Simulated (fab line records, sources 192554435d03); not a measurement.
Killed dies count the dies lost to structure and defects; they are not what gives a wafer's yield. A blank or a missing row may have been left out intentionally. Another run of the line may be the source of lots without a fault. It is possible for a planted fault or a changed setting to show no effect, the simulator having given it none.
Split-lot experiment -- flow n5_finfet -- 21 wafers read across 7 lots, on a route 1938 steps long

== ABOUT THE SPLIT ==
At N5_HKMG_FIN_COAT_41 (time 60 s, resist thk 300 nm), the setting spin_rpm was moved away from the recipe's 1500 rpm on 8 of the 21 wafers read, by -10.4% to +8.5%. The other wafers ran this setting at the recipe's value.

The split's own step is where the reading is taken.

== THE READING ==
SOC_of_HKMG_FIN_COAT_41.thk_nm (the simulator's own value, which no gauge read), in nm, at N5_HKMG_FIN_COAT_41 (time 60 s, resist thk 300 nm). The file gives no usual value for it. Across the 13 wafers here that went through the recipe, the average is 299.5 nm and the standard deviation 0.96 nm.

wafer,"tool, chamber at the split","spin_rpm as run, rpm",against the recipe,"SOC_of_HKMG_FIN_COAT_41.thk_nm, nm",against lot-mates on the recipe
L076.3,"litho_track-05, 0",1363,-9.1%,314,+14.4
L076.4,"litho_track-05, 0",1500,recipe,299.6,-
L076.6,"litho_track-05, 0",1363,-9.1%,313.4,+13.8
L090.1,"litho_track-01, 0",1500,recipe,300.4,-
L090.2,"litho_track-01, 0",1500,recipe,300.4,-
L090.3,"litho_track-01, 0",1551,+3.4%,295.6,-4.8
L091.1,"litho_track-05, 0",1344,-10.4%,316.4,+17.6
L091.3,"litho_track-05, 0",1500,recipe,298.8,-
L091.6,"litho_track-05, 0",1500,recipe,298.8,-
L092.1,"litho_track-01, 0",1500,recipe,300.6,-
L092.5,"litho_track-01, 0",1500,recipe,299,-
L092.6,"litho_track-01, 0",1500,recipe,300.4,-
L094.2,"litho_track-05, 0",1500,recipe,298,-
L094.3,"litho_track-05, 0",1419,-5.4%,306.4,+8.6
L094.6,"litho_track-05, 0",1500,recipe,297.6,-
L095.4,"litho_track-05, 0",1628,+8.5%,288.2,-11.0
L095.6,"litho_track-05, 0",1628,+8.5%,288.2,-11.0
L095.5,"litho_track-05, 0",1500,recipe,299.2,-
L096.1,"litho_track-04, 0",1500,recipe,300.6,-
L096.3,"litho_track-04, 0",1500,recipe,299.6,-
L096.4,"litho_track-04, 0",1612,+7.5%,290,-10.1

THE FIT
A straight line over all 21 wafers: SOC_of_HKMG_FIN_COAT_41.thk_nm changes by -1.45 nm for each +1% of spin_rpm; r = -0.99; the points scatter about the line by 1.1 nm.
The same after taking each lot's own level away (the mean of its wafers on the recipe; 21 wafers): -1.48 nm for each +1%; r = -1.00; scatter 0.76 nm.
On that fit, the largest move of spin_rpm shifts the reading by 15 nm.
Across the lots, their own levels run from 297.80 to 300.40 nm, a range of 2.7 times the standard deviation given above.
The two slopes are in agreement: the lot-to-lot level therefore moves the slope only a little.
Check: with one of the wafers moved furthest among these (-10.4%) left out of the fit, the line predicts +15.2 nm for it against its lot-mates. It came out at +17.6 nm against them.

== OTHER SPLITS ON THESE WAFERS ==
These wafers also went through other splits before the reading. Each is held against what the fit with the lots' levels taken away leaves over:
other split on the same wafers,wafers away from the commonest value,r with SOC_of_HKMG_FIN_COAT_41.thk_nm (lot level and that fit taken away)
N5_SD_EPI_P_COAT_35 spin_rpm,9,-0.14

== FILE'S OWN FIT ==
SOC_of_HKMG_FIN_COAT_41.thk_nm changes by -1.51 nm for each +1% of spin_rpm, r = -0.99.
